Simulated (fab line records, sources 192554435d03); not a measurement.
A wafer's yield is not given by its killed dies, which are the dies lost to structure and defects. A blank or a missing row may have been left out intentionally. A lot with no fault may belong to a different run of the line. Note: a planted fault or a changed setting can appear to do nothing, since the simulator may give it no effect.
fab line records -- flow n5-finfet
record: lots: 10, wafers: 30, last-day: 19
route steps=1938 shown BEOL_M1@839 BEOL_M2@855 BEOL_M4@1111 PASSIVATION@1936
lots with no fault: from the same line, run without faults
start-h: the number of hours between the record's first day and the start of the first shown wafer of the lot -- wait-h: time in hours since the lot's previous step -- " unchanged from the row above -- L1.1+2: several wafers, shown together as one row -- - value missing, or start not given -- * or withheld: withheld -- < > ~ a bound
route shown NAME@n: a module of which the file shows steps, and the number in the route of the first -- usual: mean/standard deviation taken from wafers without a fault -- same: alike in all rows -- chamber/n: place in a boat -- sites: per-site readings -- _std_site: the values' standard deviation -- _edge_site: inner sites' mean taken away from outer sites' mean -- radius-mm: for every site, how far away it sits from the centre of the wafer -- mask NAME#n: copy n -- behind: the tool/chamber that last shaped the wafer -- hold: why the lot went on hold/how many hours it stayed there/how the hold came to an end -- device: which transistor (n, p or np) failed to switch -- end of line: tests run on the same wafers once the route is complete -- a step without rows: its recipe alone -- killed: the dies lost at the first sort to structure and to defects; this is not the yield of the wafer -- map: per-die view of a wafer (x killed, . not killed, _ where there is no die)
set.NAME: the setting that was run; set.NAME@STEP: the one run at that earlier step -- model.NAME: the simulator's own value behind a step, which no gauge read
one table for each step of the route and one row for each wafer, over a sample of lots
services: a tool's chamber out of use, with start hour (start-h, from the record's first day; less than 0 if before it), hours out, and reason
== steps ==
step: N5_BEOL_M1_RS_MEAS_58
recipe: thk-meas-gauge: four-point-probe, reads: Co_of_BEOL_M1_CO_CAP_55+Cu_of_BEOL_M1_ECD_50+Co_of_BEOL_M1_CVD_47+TaN_of_BEOL_M1_ALD_84
usual: M1_RS: 0.68/0.032
lot.wafer,tool,chamber,start-h,wait-h,M1_RS[ohm/sq]
L891.2,film-metro-01,-,157.53,0.1,0.71
L891.5,film-metro-01,-,157.53,0.1,0.72
L891.6,film-metro-01,-,157.53,0.1,0.68
L894.2,film-metro-01,-,159.62,0.1,0.69
L894.3,film-metro-01,-,159.62,0.1,0.64
L894.6,film-metro-01,-,159.62,0.1,0.68
L895.1,film-metro-01,-,160.18,0.1,0.69
L895.2,film-metro-01,-,160.18,0.1,0.69
L895.6,film-metro-01,-,160.18,0.1,0.64
L899.3,film-metro-01,-,188.29,0.1,0.67
L899.5,film-metro-01,-,188.29,0.1,0.66
L899.6,film-metro-01,-,188.29,0.1,0.65
L900.2,film-metro-01,-,189.76,0.1,0.69
L900.3,film-metro-01,-,189.76,0.1,0.71
L900.4,film-metro-01,-,189.76,0.1,0.67
L903.2,film-metro-02,-,205.81,0.1,0.67
L903.5,film-metro-02,-,205.81,0.1,0.64
L903.6,film-metro-02,-,205.81,0.1,0.65
L904.4,film-metro-02,-,217.40,0.1,0.69
L904.5,film-metro-02,-,217.40,0.1,0.70
L904.6,film-metro-02,-,217.40,0.1,0.70
L905.2,film-metro-02,-,218.34,0.1,0.66
L905.3,film-metro-02,-,218.34,0.1,0.69
L905.4,film-metro-02,-,218.34,0.1,0.66
L911.1,film-metro-02,-,252.54,0.0,0.69
L911.2,film-metro-02,-,252.54,0.0,0.69
L911.5,film-metro-02,-,252.54,0.0,0.70
L913.2,film-metro-01,-,261.23,0.1,0.69
L913.3,film-metro-01,-,261.23,0.1,0.66
L913.6,film-metro-01,-,261.23,0.1,0.65
step: N5_BEOL_M1_INSPECT_59
recipe: inspect-instrument: darkfield, mode: post-dep
usual: raw-defect-count: 74/24
lot.wafer,tool,chamber,start-h,wait-h,raw-defect-count
L891.2,defect-inspect-02,-,157.56,0.0,43
L891.5,defect-inspect-02,-,157.56,0.0,43
L891.6,defect-inspect-02,-,157.56,0.0,91
L894.2,defect-inspect-01,-,159.65,0.0,60
L894.3,defect-inspect-01,-,159.65,0.0,88
L894.6,defect-inspect-01,-,159.65,0.0,65
L895.1,defect-inspect-02,-,160.20,0.0,68
L895.2,defect-inspect-02,-,160.20,0.0,75
L895.6,defect-inspect-02,-,160.20,0.0,39
L899.3,defect-inspect-02,-,188.31,0.0,116
L899.5,defect-inspect-02,-,188.31,0.0,125
L899.6,defect-inspect-02,-,188.31,0.0,96
L900.2,defect-inspect-02,-,189.78,0.0,53
L900.3,defect-inspect-02,-,189.78,0.0,76
L900.4,defect-inspect-02,-,189.78,0.0,51
L903.2,defect-inspect-02,-,205.84,0.0,27
L903.5,defect-inspect-02,-,205.84,0.0,56
L903.6,defect-inspect-02,-,205.84,0.0,61
L904.4,defect-inspect-02,-,217.42,0.0,39
L904.5,defect-inspect-02,-,217.42,0.0,67
L904.6,defect-inspect-02,-,217.42,0.0,47
L905.2,defect-inspect-02,-,218.37,0.0,62
L905.3,defect-inspect-02,-,218.37,0.0,73
L905.4,defect-inspect-02,-,218.37,0.0,94
L911.1,defect-inspect-01,-,252.56,0.0,73
L911.2,defect-inspect-01,-,252.56,0.0,101
L911.5,defect-inspect-01,-,252.56,0.0,72
L913.2,defect-inspect-01,-,261.26,0.0,87
L913.3,defect-inspect-01,-,261.26,0.0,136
L913.6,defect-inspect-01,-,261.26,0.0,124
step: N5_BEOL_M2_OVL_MEAS_12
recipe: points-per-wafer: 522
usual: M2_OVL: -0.4/0.65
lot.wafer,tool,chamber,start-h,wait-h,M2_OVL[nm]
L891.2,overlay-01,0,159.69,0.0,-0.7
L891.5,overlay-01,0,159.69,0.0,0.3
L891.6,overlay-01,0,159.69,0.0,-0.4
L894.2,overlay-02,0,161.88,0.0,-1.0
L894.3,overlay-02,0,161.88,0.0,-0.5
L894.6,overlay-02,0,161.88,0.0,-0.4
L895.1,overlay-02,0,162.38,0.0,-1.2
L895.2,overlay-02,0,162.38,0.0,-0.7
L895.6,overlay-02,0,162.38,0.0,-0.7
L899.3,overlay-02,0,189.30,0.0,0.0
L899.5,overlay-02,0,189.30,0.0,-0.2
L899.6,overlay-02,0,189.30,0.0,0.1
L900.2,overlay-01,0,192.51,0.0,-0.2
L900.3,overlay-01,0,192.51,0.0,-0.2
L900.4,overlay-01,0,192.51,0.0,-0.6
L903.2,overlay-02,0,207.04,0.0,-0.2
L903.5,overlay-02,0,207.04,0.0,-0.4
L903.6,overlay-02,0,207.04,0.0,0.0
L904.4,overlay-02,0,219.14,0.0,-1.0
L904.5,overlay-02,0,219.14,0.0,-0.1
L904.6,overlay-02,0,219.14,0.0,0.9
L905.2,overlay-01,0,219.73,0.0,-0.7
L905.3,overlay-01,0,219.73,0.0,-0.1
L905.4,overlay-01,0,219.73,0.0,-0.8
L911.1,overlay-01,0,254.11,0.0,-0.2
L911.2,overlay-01,0,254.11,0.0,-0.3
L911.5,overlay-01,0,254.11,0.0,-0.1
L913.2,overlay-02,0,262.10,0.0,0.2
L913.3,overlay-02,0,262.10,0.0,1.0
L913.6,overlay-02,0,262.10,0.0,0.0
step: N5_BEOL_M2_ETCH_74
recipe: chemistry: N2/H2, target: underlayer, target-depth-a: 65, mask-material: CAR-EUV, time-s: 5.2, ion-energy-ev: 200, pressure-mtorr: 30, source-w: 840, bias-w: 150, n2-flow-sccm: 200, h2-flow-sccm: 200, ends: cleared
usual: chamber-pressure-mTorr: 30.00/0.042, drypump-motor-current-A: 5.8/0.45, etch-rf-on-time-s: 5.28/0.17, n2-flow-sccm: 200.0/0.65, oes-product-au: 0.63/0.066, rf-fwd-power-W: 818.9/2.5, rf-vpp-V: 524/3.1, showerhead-plenum-p-Torr: 2.57/0.098, throttle-valve-pct: 17.95/0.25
lot.wafer,tool,chamber,start-h,wait-h,chamber-pressure-mTorr,drypump-motor-current-A,etch-rf-on-time-s,n2-flow-sccm,oes-product-au,rf-fwd-power-W,rf-hours-counter-h,rf-vpp-V,showerhead-plenum-p-Torr,throttle-valve-pct
L891.2,rie-diel-04,1,159.82,0.0,29.95,5.3,5.46,200.1,0.60,821.7,207,527,2.63,18.21
L891.5,rie-diel-04,1,159.82,0.0,29.99,5.3,5.48,200.6,0.60,820.7,-,527,2.63,18.20
L891.6,rie-diel-04,2,159.82,0.0,30.02,6.1,5.22,199.4,0.64,822.1,-,521,2.44,17.87
L894.2,rie-diel-02,0,162.00,0.0,30.05,5.8,5.45,201.1,0.58,815.0,236,521,2.39,17.81
L894.3,rie-diel-02,2,162.00,0.0,29.96,6.4,5.06,199.6,0.74,815.7,60,529,2.70,17.79
L894.6,rie-diel-02,3,162.00,0.0,29.96,4.9,5.11,200.6,0.62,816.1,-,523,2.53,17.96
L895.1,rie-diel-05,1,162.51,0.0,30.01,6.5,5.49,200.3,0.56,817.3,227,521,2.39,18.05
L895.2,rie-diel-05,2,162.51,0.0,30.01,5.5,5.19,200.9,0.63,815.5,191,528,2.65,17.86
L895.6,rie-diel-05,0,162.51,0.0,29.99,5.6,5.43,199.9,0.60,815.2,-,521,2.54,18.27
L899.3,rie-diel-04,0,189.43,0.0,29.99,5.6,5.26,199.1,0.68,820.0,87,521,2.44,17.34
L899.5,rie-diel-04,0,189.43,0.0,30.00,5.6,5.26,199.1,0.66,820.3,-,520,2.44,17.36
L899.6,rie-diel-04,1,189.43,0.0,29.93,5.3,5.54,201.8,0.58,819.7,-,526,2.63,18.23
L900.2,rie-diel-02,0,192.83,0.0,30.03,5.8,6.73,199.9,0.52,620.1,247,568,2.38,17.79
L900.3,rie-diel-02,2,192.83,0.0,29.91,6.4,6.33,200.0,0.63,616.7,71,578,2.70,17.77
L900.4,rie-diel-02,1,192.83,0.0,29.99,5.8,6.90,199.1,0.54,618.8,205,576,2.64,18.10
L903.2,rie-diel-02,2,207.20,0.0,30.08,6.4,6.24,199.4,0.64,616.4,76,577,2.69,17.79
L903.5,rie-diel-02,3,207.20,0.0,30.01,4.9,6.36,200.2,0.54,616.1,-,573,2.53,17.99
L903.6,rie-diel-02,2,207.20,0.0,30.00,6.4,6.30,200.5,0.63,620.5,-,577,2.69,17.82
L904.4,rie-diel-05,0,219.41,0.0,29.95,5.6,5.37,200.1,0.59,817.9,220,523,2.53,18.33
L904.5,rie-diel-05,0,219.41,0.0,29.97,5.6,5.44,199.6,0.59,818.3,-,524,2.53,18.31
L904.6,rie-diel-05,3,219.41,0.0,29.92,6.1,5.20,199.8,0.63,824.3,-,521,2.52,17.89
L905.2,rie-diel-05,2,219.92,0.0,29.93,5.5,5.27,199.9,0.60,819.2,214,524,2.64,17.87
L905.3,rie-diel-05,3,219.92,0.0,29.99,6.1,5.27,200.3,0.63,821.2,179,525,2.52,17.88
L905.4,rie-diel-05,0,219.92,0.0,29.99,5.6,5.46,199.9,0.58,813.6,221,521,2.53,18.35
L911.1,rie-diel-05,0,254.48,0.0,30.00,5.6,5.49,200.2,0.57,819.2,234,524,2.53,18.33
L911.2,rie-diel-05,2,254.48,0.0,30.01,5.5,5.28,199.7,0.60,813.6,227,525,2.63,17.92
L911.5,rie-diel-05,3,254.48,0.0,30.00,6.1,5.30,200.8,0.62,819.7,-,521,2.52,17.92
L913.2,rie-diel-02,0,262.32,0.0,29.99,5.8,5.19,199.3,0.78,818.3,12,528,2.70,17.44
L913.3,rie-diel-02,2,262.32,0.0,30.00,6.4,5.07,200.3,0.69,820.6,97,526,2.68,17.86
L913.6,rie-diel-02,0,262.32,0.0,29.89,5.8,5.23,200.4,0.78,821.8,-,530,2.70,17.44
step: N5_BEOL_M4_RC_MEAS_101
usual: DIBL_N: 36.6/1.9, DIBL_P: 36.7/2.2, IOFF_N: 0.16/0.035, IOFF_P: 0.22/0.038, ION_N: 672/14, ION_P: 462/8.3, SS_N: 71.6/0.65, SS_P: 73.5/0.72, VT_N: 250/3.5, VT_P: -250/3.1
lot.wafer,tool,chamber,start-h,wait-h,DIBL_N[mV/V],DIBL_P[mV/V],IOFF_N[nA/um],IOFF_P[nA/um],ION_N[uA/um],ION_P[uA/um],SS_N[mV/dec],SS_P[mV/dec],VT_N[mV],VT_P[mV]
L891.2,prober-01,0,203.17,0.2,39.2,40.5,0.22,0.34,686,483,71.1,74.5,243,-239
L891.5,prober-01,0,203.17,0.2,37.5,39.0,0.17,0.29,677,471,71.0,73.9,247,-244
L891.6,prober-01,0,203.17,0.2,33.2,32.6,0.10,0.18,646,455,69.9,72.5,255,-252
L895.1,prober-02,0,207.69,0.0,36.5,36.7,0.15,0.19,653,448,71.6,73.3,254,-258
L895.2,prober-02,0,207.69,0.0,34.4,34.7,0.12,0.16,667,453,71.0,72.7,254,-257
L895.6,prober-02,0,207.69,0.0,33.4,32.6,0.11,0.14,650,442,70.7,71.6,257,-257
L894.2,prober-02,0,213.24,0.2,35.1,35.1,0.14,0.18,679,466,71.7,72.6,252,-252
L894.3,prober-02,0,213.24,0.2,36.8,37.9,0.16,0.22,668,460,71.1,74.0,253,-251
L894.6,prober-02,0,213.24,0.2,35.6,36.8,0.15,0.21,680,469,70.9,72.8,250,-249
L899.3,prober-01,0,238.77,0.3,36.2,36.5,0.14,0.21,674,459,71.4,73.3,256,-252
L899.5,prober-01,0,238.77,0.3,36.9,37.1,0.16,0.23,673,467,71.7,74.2,251,-245
L899.6,prober-01,0,238.77,0.3,35.3,35.5,0.13,0.20,674,465,71.0,73.5,251,-250
L900.2,prober-02,0,249.28,0.2,36.3,36.6,0.15,0.21,678,468,71.1,73.3,252,-252
L900.3,prober-02,0,249.28,0.2,37.3,38.0,0.16,0.23,659,459,71.4,74.0,250,-248
L900.4,prober-02,0,249.28,0.2,36.5,37.6,0.16,0.22,681,463,71.4,73.7,247,-250
L903.2,prober-01,0,257.68,0.2,39.4,38.3,0.19,0.29,660,458,72.1,74.2,249,-245
L903.5,prober-01,0,257.68,0.2,37.4,34.6,0.15,0.22,660,462,71.8,73.2,252,-248
L903.6,prober-01,0,257.68,0.2,37.5,36.3,0.16,0.26,674,468,72.5,73.5,251,-248
L904.4,prober-01,0,272.38,0.5,35.5,35.2,0.13,0.18,650,451,71.8,73.1,252,-251
L904.5,prober-01,0,272.38,0.5,33.3,32.9,0.11,0.16,656,459,70.9,72.7,254,-254
L904.6,prober-01,0,272.38,0.5,35.3,34.6,0.14,0.18,665,452,71.5,73.1,253,-251
L905.2,prober-02,0,279.73,0.2,34.9,35.8,0.13,0.18,671,456,72.0,73.1,253,-253
L905.3,prober-02,0,279.73,0.2,36.9,37.6,0.18,0.22,673,454,72.6,73.7,250,-250
L905.4,prober-02,0,279.73,0.2,36.8,38.6,0.17,0.24,672,463,71.8,73.5,249,-248
L911.1,prober-01,0,319.10,0.0,37.4,38.4,0.16,0.22,678,468,71.0,74.4,251,-249
L911.2,prober-01,0,319.10,0.0,37.4,38.9,0.17,0.25,667,455,71.4,73.9,253,-247
L911.5,prober-01,0,319.10,0.0,38.9,38.7,0.18,0.24,654,452,72.4,74.9,254,-249
L913.2,prober-02,0,319.81,0.2,38.0,37.2,0.19,0.26,699,472,71.8,73.5,249,-244
L913.3,prober-02,0,319.81,0.2,39.0,39.1,0.23,0.31,682,467,71.8,74.1,245,-244
L913.6,prober-02,0,319.81,0.2,37.8,36.6,0.18,0.25,674,463,72.4,73.6,248,-245
step: N5_PASSIVATION_PROBE_49
usual: defect-limited-yield: 91.6/1.4, killed_at_M0_to_M3: 35/10, killed_at_M4_up: 13/4.8, killed-at-contacts: 12/7.2, killed-at-front-end: 36/12, killed-at-other: 4/3.1, killed-dies: 100/17, killed-open: 66/13, killed-short: 32/7.3, sort_bin_5_function: 5.0/0.94, sort_bin_6_memory: 3.1/0.67, sort_bin_8_speed: 0.01/0.047, sort-n-pass: 1080/17, sort-yield-pct: 91.6/1.4
same: gross-dies: 1180, killed-at-back-side: 0, sort_bin_4_leakage[%]: 0
lot.wafer,tool,chamber,start-h,wait-h,defect-limited-yield[%],killed_at_M0_to_M3,killed_at_M4_up,killed-at-contacts,killed-at-front-end,killed-at-other,killed-dies,killed-open,killed-short,sort_bin_5_function[%],sort_bin_6_memory[%],sort_bin_8_speed[%],sort-n-pass,sort-yield-pct[%]
L895.1,prober-02,-,322.84,0.0,91.3,38,6,29,27,3,103,63,40,4.8,3.6,0,1077,91.3
L895.2,prober-02,-,322.89,0.1,90.0,22,10,37,45,4,118,75,43,5.9,3.7,0,1062,90.0
L895.6,prober-02,-,323.09,0.3,89.1,26,13,26,61,3,129,76,51,6.4,4.1,0.08,1051,89.1
L900.2,prober-02,-,375.75,0.1,94.4,28,10,10,17,1,66,48,18,2.8,2.7,0,1114,94.4
L900.3,prober-02,-,375.80,0.1,96.0,18,4,9,13,3,47,35,12,2.5,1.4,0,1133,96.0
L900.4,prober-02,-,375.85,0.2,93.3,32,11,15,21,0,79,58,21,3.6,2.7,0,1101,93.3
L903.2,prober-02,-,377.10,0.4,91.6,46,14,7,26,6,99,62,36,5.0,3.2,0,1081,91.6
L903.5,prober-02,-,377.25,0.5,91.5,42,15,4,38,1,100,59,40,5.3,2.6,0,1080,91.5
L903.6,prober-02,-,377.30,0.6,92.6,42,9,4,28,4,87,61,26,4.2,3.1,0,1093,92.6
L904.4,prober-01,-,389.16,0.2,92.3,26,11,15,32,7,91,55,36,4.1,3.0,0,1089,92.3
L904.5,prober-01,-,389.21,0.2,91.3,47,18,7,24,7,103,68,33,5.4,3.0,0,1077,91.3
L904.6,prober-01,-,389.26,0.3,91.7,30,15,7,41,5,98,66,32,5.5,2.6,0,1082,91.7
L905.2,prober-02,-,407.22,0.1,93.5,22,16,12,23,4,77,53,24,3.5,2.6,0,1103,93.5
L905.3,prober-02,-,407.27,0.1,92.7,32,18,15,19,2,86,60,26,4.2,3.0,0,1094,92.7
L905.4,prober-02,-,407.32,0.2,92.4,29,20,11,27,3,90,61,29,4.4,3.2,0,1090,92.4
L911.1,prober-02,-,438.54,0.0,94.6,23,9,6,25,1,64,44,20,3.0,1.9,0,1116,94.6
L911.2,prober-02,-,438.59,0.1,93.5,35,10,11,19,2,77,49,28,3.4,2.6,0,1103,93.5
L911.5,prober-02,-,438.74,0.2,92.8,38,9,5,31,2,85,56,29,3.4,3.6,0,1095,92.8
killed by level:class
L895.1 MOL_CONTACT_COAG:geometric-particle:open=23 BEOL_M0_SAQP:geometric-particle:short=13 FIN_SAQP:geometric-particle:short=8 BEOL_M2:geometric-particle:open=8 BEOL_M0_SAQP:geometric-particle:open=7 MOL_CONTACT_COAG:geometric-particle:short=6 FIN_SAQP:geometric-particle:open=5 BEOL_M2:geometric-particle:short=4
L895.2 MOL_CONTACT_COAG:geometric-particle:open=26 MOL_CONTACT_COAG:geometric-particle:short=11 FIN_SAQP:geometric-particle:open=10 FIN_SAQP:geometric-particle:short=10 GATE_CUT:geometric-particle:short=7 BEOL_M4:geometric-particle:open=7 STI_FIN_REVEAL:geometric-particle:open=6 BEOL_M2:geometric-particle:open=6
L895.6 FIN_SAQP:geometric-particle:short=21 MOL_CONTACT_COAG:geometric-particle:open=21 FIN_SAQP:geometric-particle:open=17 GATE_CUT:geometric-particle:short=10 BEOL_M0_SAQP:geometric-particle:open=8 BEOL_M0_SAQP:geometric-particle:short=6 MOL_CONTACT_COAG:geometric-particle:short=5 STI_FIN_REVEAL:geometric-particle:open=4
L900.2 MOL_CONTACT_COAG:geometric-particle:open=8 BEOL_M1:geometric-particle:open=8 BEOL_M3:geometric-particle:open=8 STI_FIN_REVEAL:geometric-particle:open=5 BEOL_M2:geometric-particle:open=4 ILD0:geometric-particle:short=3 BEOL_M0_SAQP:geometric-particle:short=3 BEOL_M4:geometric-particle:open=3
L900.3 MOL_CONTACT_COAG:geometric-particle:open=6 BEOL_M1:geometric-particle:open=6 BEOL_M0_SAQP:geometric-particle:open=4 BEOL_M2:geometric-particle:open=4 SPACER0:geometric-particle:open=3 MOL_CONTACT_COAG:geometric-particle:short=3 FIN_SAQP:geometric-particle:open=2 FIN_SAQP:geometric-particle:short=2
L900.4 MOL_CONTACT_COAG:geometric-particle:open=13 BEOL_M2:geometric-particle:open=8 BEOL_M0:geometric-particle:open=5 BEOL_M1:geometric-particle:open=5 FIN_SAQP:geometric-particle:short=4 DUMMY_GATE:geometric-particle:open=4 BEOL_M0_SAQP:geometric-particle:open=4 BEOL_M1:geometric-particle:short=4
L903.2 BEOL_M3:geometric-particle:open=14 BEOL_M0_SAQP:geometric-particle:short=13 BEOL_M0_SAQP:geometric-particle:open=10 BEOL_M4:geometric-particle:open=8 FIN_SAQP:geometric-particle:short=7 MOL_CONTACT_COAG:geometric-particle:open=6 FIN_SAQP:geometric-particle:open=5 BEOL_M3:geometric-particle:short=3
L903.5 BEOL_M0_SAQP:geometric-particle:short=13 FIN_SAQP:geometric-particle:short=10 BEOL_M4:geometric-particle:open=9 BEOL_M0_SAQP:geometric-particle:open=7 BEOL_M2:geometric-particle:open=7 FIN_SAQP:geometric-particle:open=6 BEOL_M0:geometric-particle:open=5 STARTING-WAFER:geometric-particle:open=5
L903.6 BEOL_M2:geometric-particle:open=19 ILD0:geometric-particle:short=6 BEOL_M0:geometric-particle:open=6 BEOL_M3:geometric-particle:open=6 DUMMY_GATE:geometric-particle:open=5 BEOL_M0_SAQP:geometric-particle:short=4 FIN_SAQP:geometric-particle:open=3 BEOL_M7:geometric-particle:open=3
L904.4 MOL_CONTACT_COAG:geometric-particle:open=12 BEOL_M0_SAQP:geometric-particle:short=9 FIN_SAQP:geometric-particle:short=7 GATE_CUT:geometric-particle:open=7 BEOL_M1:geometric-particle:open=6 FIN_SAQP:geometric-particle:open=4 BEOL_M0_SAQP:geometric-particle:open=4 STI_FIN_REVEAL:geometric-particle:open=3
L904.5 BEOL_M0_SAQP:geometric-particle:open=14 BEOL_M0_SAQP:geometric-particle:short=10 FIN_SAQP:geometric-particle:short=8 BEOL_M1:geometric-particle:open=8 MOL_CONTACT_COAG:geometric-particle:open=6 STI_FIN_REVEAL:geometric-particle:open=5 BEOL_M2:geometric-particle:open=5 BEOL_M7:geometric-particle:open=5
L904.6 FIN_SAQP:geometric-particle:open=10 BEOL_M0:geometric-particle:open=8 BEOL_M1:geometric-particle:open=7 MOL_CONTACT_COAG:geometric-particle:open=6 FIN_SAQP:geometric-particle:short=5 GATE_CUT:geometric-particle:open=5 STI_FIN_REVEAL:geometric-particle:open=4 DUMMY_GATE:geometric-particle:open=4
L905.2 MOL_CONTACT_COAG:geometric-particle:open=9 BEOL_M0_SAQP:geometric-particle:short=8 BEOL_M1:geometric-particle:open=6 BEOL_M4:geometric-particle:open=6 BEOL_M0_SAQP:geometric-particle:open=4 FIN_SAQP:geometric-particle:open=3 FIN_CUT:geometric-particle:open=3 STI_FIN_REVEAL:geometric-particle:open=3
L905.3 MOL_CONTACT_COAG:geometric-particle:open=15 BEOL_M4:geometric-particle:open=11 BEOL_M0_SAQP:geometric-particle:short=8 BEOL_M0_SAQP:geometric-particle:open=6 BEOL_M0:geometric-particle:open=5 BEOL_M2:geometric-particle:open=5 FIN_SAQP:geometric-particle:open=4 STI_FIN_REVEAL:geometric-particle:short=3
L905.4 BEOL_M4:geometric-particle:open=14 MOL_CONTACT_COAG:geometric-particle:open=10 BEOL_M0_SAQP:geometric-particle:open=9 BEOL_M1:geometric-particle:open=6 FIN_SAQP:geometric-particle:short=5 BEOL_M2:geometric-particle:open=5 BEOL_M0_SAQP:geometric-particle:short=4 STARTING-WAFER:geometric-particle:short=4
L911.1 FIN_SAQP:geometric-particle:open=7 FIN_SAQP:geometric-particle:short=6 BEOL_M1:geometric-particle:open=6 MOL_CONTACT_COAG:geometric-particle:open=5 BEOL_M0_SAQP:geometric-particle:open=5 BEOL_M0_SAQP:geometric-particle:short=4 BEOL_M3:geometric-particle:open=3 BEOL_M7:geometric-particle:open=3
L911.2 BEOL_M0_SAQP:geometric-particle:open=11 MOL_CONTACT_COAG:geometric-particle:open=9 FIN_SAQP:geometric-particle:short=5 BEOL_M0_SAQP:geometric-particle:short=5 BEOL_M3:geometric-particle:open=5 BEOL_M2:geometric-particle:open=4 BEOL_M5:geometric-particle:open=4 FIN_SAQP:geometric-particle:open=3
L911.5 BEOL_M0_SAQP:geometric-particle:open=12 BEOL_M2:geometric-particle:open=8 FIN_SAQP:geometric-particle:short=8 BEOL_M0_SAQP:geometric-particle:short=7 FIN_SAQP:geometric-particle:open=4 DUMMY_GATE:geometric-particle:open=4 BEOL_M1:geometric-particle:open=4 BEOL_M5:geometric-particle:open=4
== services ==
tool,chamber,start-h,hours,kind
rie-diel-04,0,146.11,2.5,repair
rie-diel-02,0,205.33,-,clean
rie-diel-02,0,205.33,-,consumable-replace:focus-ring
rie-diel-02,0,205.33,-,consumable-replace:showerhead
rie-diel-02,0,205.33,23.1,scheduled-down
rie-diel-02,0,205.33,23.1,vent-cycle
rie-diel-05,1,232.24,-,clean
rie-diel-05,1,232.24,-,consumable-replace:focus-ring
rie-diel-05,1,232.24,-,consumable-replace:showerhead
rie-diel-05,1,232.24,23.2,scheduled-down
rie-diel-05,1,232.24,23.2,vent-cycle
rie-diel-02,1,236.01,1.8,repair
rie-diel-04,-,241.54,0.5,repair
== key ==
first-sign: step: N5_BEOL_M2_ETCH_74, reading: rf-fwd-power-W, direction: down, sigmas: 80, usual: *, struck: *
effect: step: N5_BEOL_M2_ETCH_74, reading: rf-vpp-V, direction: up, sigmas: 17, usual: 524, struck: 575
met-at N5_BEOL_M2_ETCH_74
struck-lots L900,L903
not-acting-at N5_BEOL_M1_RS_MEAS_58,N5_BEOL_M1_INSPECT_59,N5_BEOL_M2_OVL_MEAS_12
onset-between 162.00 192.83
fault: kind: process-parameter-drift, tool: rie-diel-02, chamber: -, onset-h: 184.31, steps: N5_BEOL_M2_ETCH_74, channel: source-w, offset: -201.6, shape: step, end-h: 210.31, acts-in: these-recipes-only, stated: 840
